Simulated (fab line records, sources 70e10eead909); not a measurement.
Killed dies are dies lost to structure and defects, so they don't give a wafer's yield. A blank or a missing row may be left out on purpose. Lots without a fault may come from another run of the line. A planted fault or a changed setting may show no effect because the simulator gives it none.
Which tool did it? | flow nand_harc | 13 lots, 38 wafers sampled, at 5 steps of a route of 1302

WHAT THE GAUGES READ, wafer by wafer
NHARC_A_SLIT_CD_MEAS_21. Usual: cd_nm 289.5 nm, standard deviation 0.79.
lot  | measured     | on        | cd_nm (nm)        | flag
L451 | day 19 23:48 | cd_sem-03 | 288.4 288.5 290.3 |
L450 | day 20 03:23 | cd_sem-03 | 289.5 290.6 290.7 |
L452 | day 20 18:44 | cd_sem-03 | 288.9 288.8 287.4 |
L453 | day 20 19:16 | cd_sem-02 | 289.9 288.7 288.4 |
L454 | day 21 08:25 | cd_sem-03 | 289.8 291.2 290.3 |
L456 | day 21 18:27 | cd_sem-03 | 290.0 290.5 289.4 |
L457 | day 22 17:56 | cd_sem-01 | 288.2 289.1 290.0 |
L455 | day 22 19:20 | cd_sem-01 | 289.3 289.6 289.7 |
L458 | day 23 14:03 | cd_sem-01 | 290.5 290.6 289.4 |
L466 | day 26 19:03 | cd_sem-03 | 290.6 290.8       |
L471 | day 28 13:02 | cd_sem-02 | 289.3 289.1 290.2 |
L470 | day 28 14:10 | cd_sem-03 | 288.7 290.2 289.8 |
L473 | day 28 19:22 | cd_sem-02 | 288.0 289.6 289.1 |

NHARC_A_SIN_REMOVE_INSPECT_04. Usual: raw_defect_count 380, standard deviation 89.
lot  | measured     | on                | raw_defect_count | flag
L451 | day 20 06:57 | defect_inspect-02 | 382 355 423      |
L450 | day 20 10:07 | defect_inspect-02 | 294 376 373      |
L452 | day 21 01:22 | defect_inspect-01 | 450 369 461      |
L453 | day 21 01:25 | defect_inspect-02 | 280 275 291      |
L454 | day 21 15:00 | defect_inspect-02 | 417 429 497      |
L456 | day 22 01:07 | defect_inspect-01 | 306 355 354      |
L457 | day 23 00:37 | defect_inspect-02 | 402 507 528      |
L455 | day 23 00:37 | defect_inspect-01 | 309 322 487      |
L458 | day 23 20:41 | defect_inspect-02 | 445 533 445      |
L466 | day 27 01:41 | defect_inspect-01 | 545 592          |
L471 | day 28 19:39 | defect_inspect-01 | 407 340 380      |
L470 | day 28 19:42 | defect_inspect-02 | 310 265 566      |
L473 | day 29 01:56 | defect_inspect-02 | 333 321 400      |

NHARC_END_SORT_01. Usual: killed_at_array 61, standard deviation 26; killed_at_other 0.8, standard deviation 1.1; killed_at_periphery 4.0, standard deviation 2.6; killed_dies 66, standard deviation 26; killed_open 3.1, standard deviation 1.7; killed_short 2.5, standard deviation 1.5.
lot  | measured     | on        | killed_at_array | killed_at_other | killed_at_periphery | killed_dies | killed_open | killed_short | flag
L454 | day 25 15:56 | prober-02 | 88 97 80        | 0 0 0           | 2 8 8               | 90 105 88   | 4 3 5       | 3 4 2        |
L457 | day 27 02:58 | prober-01 | 95 116 99       | 0 0 0           | 10 5 8              | 105 121 107 | 0 6 3       | 3 2 3        |
L455 | day 27 02:59 | prober-02 | 46 46 41        | 1 2 0           | 0 2 1               | 47 50 42    | 2 5 1       | 1 2 4        |
L458 | day 27 18:48 | prober-02 | 83 103 125      | 2 1 0           | 1 2 7               | 86 106 132  | 2 3 2       | 4 2 2        |
L466 | day 31 06:13 | prober-02 | 87 83           | 2 1             | 4 2                 | 93 86       | 4 5         | 2 4          |
L471 | day 32 18:53 | prober-01 | 91 87 98        | 1 1 0           | 5 4 4               | 97 92 102   | 5 2 2       | 2 3 1        |

WHICH TOOL RAN EACH LOT (tool, then ch and the chambers of the sampled wafers, then the start)
lot  | NHARC_A_WL_FILL_ETCHBACK_26      | NHARC_A_CONTACT_DEP_28
L451 | rie_si-05 ch 1,2, day 21 00:40   | acl_dep-02 ch 0, day 21 03:20
L450 | rie_si-01 ch 1,2,3, day 21 00:41 | acl_dep-01 ch 0, day 21 03:00
L452 | rie_si-02 ch 0,2,3, day 21 18:35 | acl_dep-03 ch 0, day 21 22:04
L453 | rie_si-05 ch 1,2,3, day 21 18:35 | acl_dep-02 ch 0, day 21 21:39
L454 | rie_si-02 ch 0,2, day 22 11:19   | acl_dep-01 ch 0, day 22 13:47
L456 | rie_si-05 ch 1,2,3, day 22 19:13 | acl_dep-03 ch 0, day 22 20:59
L457 | rie_si-02 ch 1,2,3, day 23 19:05 | acl_dep-03 ch 0, day 23 21:35
L455 | rie_si-05 ch 0,1,3, day 23 19:06 | acl_dep-02 ch 0, day 23 21:58
L458 | rie_si-02 ch 1,2, day 24 13:51   | acl_dep-01 ch 0, day 24 15:39
L466 | rie_si-05 ch 1,3, day 27 18:51   | acl_dep-02 ch 0, day 27 22:15
L471 | rie_si-02 ch 1,2,3, day 29 13:07 | acl_dep-01 ch 0, day 29 14:55
L470 | rie_si-01 ch 2,3, day 29 13:07   | acl_dep-03 ch 0, day 29 16:22
L473 | rie_si-02 ch 1,2,3, day 29 19:34 | acl_dep-03 ch 0, day 29 22:03
- NHARC_A_WL_FILL_ETCHBACK_26: etches the open film in HBr, target depth 52 nm, time 13.3 s.
- NHARC_A_CONTACT_DEP_28: deposits aC, target thk 7000 nm.

WHAT THE TOOLS THEMSELVES READ (means of the sampled wafers that have a number; where no wafer has one, the mark that the record gives instead)
NHARC_A_WL_FILL_ETCHBACK_26. Usual: drypump_motor_current_A 5.6 A, standard deviation 0.44; oes_product_au 1.001 a.u., standard deviation 0.013; run_length_s 34.5 s, standard deviation 0.4; throttle_valve_pct 23.266 %, standard deviation 0.0087.
lot  | tool      | drypump_motor_current_A (A) | oes_product_au (a.u.) | run_length_s (s) | throttle_valve_pct (%) | flag
L451 | rie_si-05 | 5.8                         | 1.007                 | 34.6             | 23.271                 |
L450 | rie_si-01 | 5.7                         | 0.995                 | 34.8             | 23.270                 |
L452 | rie_si-02 | 6.0                         | 0.995                 | 34.6             | 23.267                 |
L453 | rie_si-05 | 5.6                         | 1.007                 | 34.3             | 23.269                 |
L454 | rie_si-02 | 6.0                         | 0.994                 | 34.5             | 23.257                 |
L456 | rie_si-05 | 5.6                         | 1.018                 | 34.8             | 23.271                 |
L457 | rie_si-02 | 5.8                         | 0.988                 | 34.4             | 23.267                 |
L455 | rie_si-05 | 5.3                         | 1.011                 | 34.4             | 23.265                 |
L458 | rie_si-02 | 5.8                         | 0.980                 | 34.4             | 23.270                 |
L466 | rie_si-05 | 5.5                         | 1.014                 | 32.9             | 23.273                 | OFF
L471 | rie_si-02 | 5.9                         | 1.003                 | 34.5             | 23.265                 |
L470 | rie_si-01 | 5.7                         | 1.009                 | 34.6             | 23.268                 |
L473 | rie_si-02 | 5.9                         | 1.000                 | 34.6             | 23.267                 |

NHARC_A_CONTACT_DEP_28. Usual: susceptor_temp_C 399.97 C, standard deviation 0.22; throttle_valve_pct 35.002 %, standard deviation 0.0088.
lot  | tool       | susceptor_temp_C (C) | throttle_valve_pct (%) | flag
L451 | acl_dep-02 | 399.91               | 34.998                 |
L450 | acl_dep-01 | 399.85               | 35.003                 |
L452 | acl_dep-03 | 400.04               | 35.004                 |
L453 | acl_dep-02 | 400.11               | 34.993                 |
L454 | acl_dep-01 | -                    | 35.005                 | OFF
L456 | acl_dep-03 | 400.16               | 35.006                 |
L457 | acl_dep-03 | -                    | 35.002                 | OFF
L455 | acl_dep-02 | 400.14               | 35.004                 |
L458 | acl_dep-01 | 399.66               | 34.997                 |
L466 | acl_dep-02 | -                    | 34.993                 | OFF
L471 | acl_dep-01 | 399.57               | 34.999                 |
L470 | acl_dep-03 | 400.00               | 34.997                 |
L473 | acl_dep-03 | -                    | 35.000                 | OFF

THE ANSWER, worked out from the rows above alone
Rule: a lot is off if the mean of its wafers that have a number lies more than 3 standard deviations from the usual mean. A lot without any number at a reading at which 4 lots or more have one is off too. The other lots that the step has rows for count as sound. The gauges are gone through in route order, then the tools' own readings, and for those a lot's mean is taken as printed above. The first step at which some lot is off is used, and at that step the reading that is off furthest; a lot without a number counts as furthest.
Off: L466, at NHARC_A_WL_FILL_ETCHBACK_26 (run_length_s).
A tool fits if, at that step or a process step before it, it ran every lot that is off, and no sound lot after the first of them. One fits: rie_si-05 at NHARC_A_WL_FILL_ETCHBACK_26. Its last sound lot is L455 (day 23 19:06), its first lot that is off L466 (day 27 18:51): a fault that began between those two fits.
The tool's own readings at NHARC_A_WL_FILL_ETCHBACK_26 bear it out: on the lots that are off they differ by more than 5 times the standard deviation of the sound lots' means. run_length_s reads 32.9 s there against 34.5 s on the sound lots.

WHAT THE SIMULATOR HAD PUT IN
Process parameter drift: rie_si-05, from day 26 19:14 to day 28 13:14, at NHARC_A_WL_FILL_ETCHBACK_26. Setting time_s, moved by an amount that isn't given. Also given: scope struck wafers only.
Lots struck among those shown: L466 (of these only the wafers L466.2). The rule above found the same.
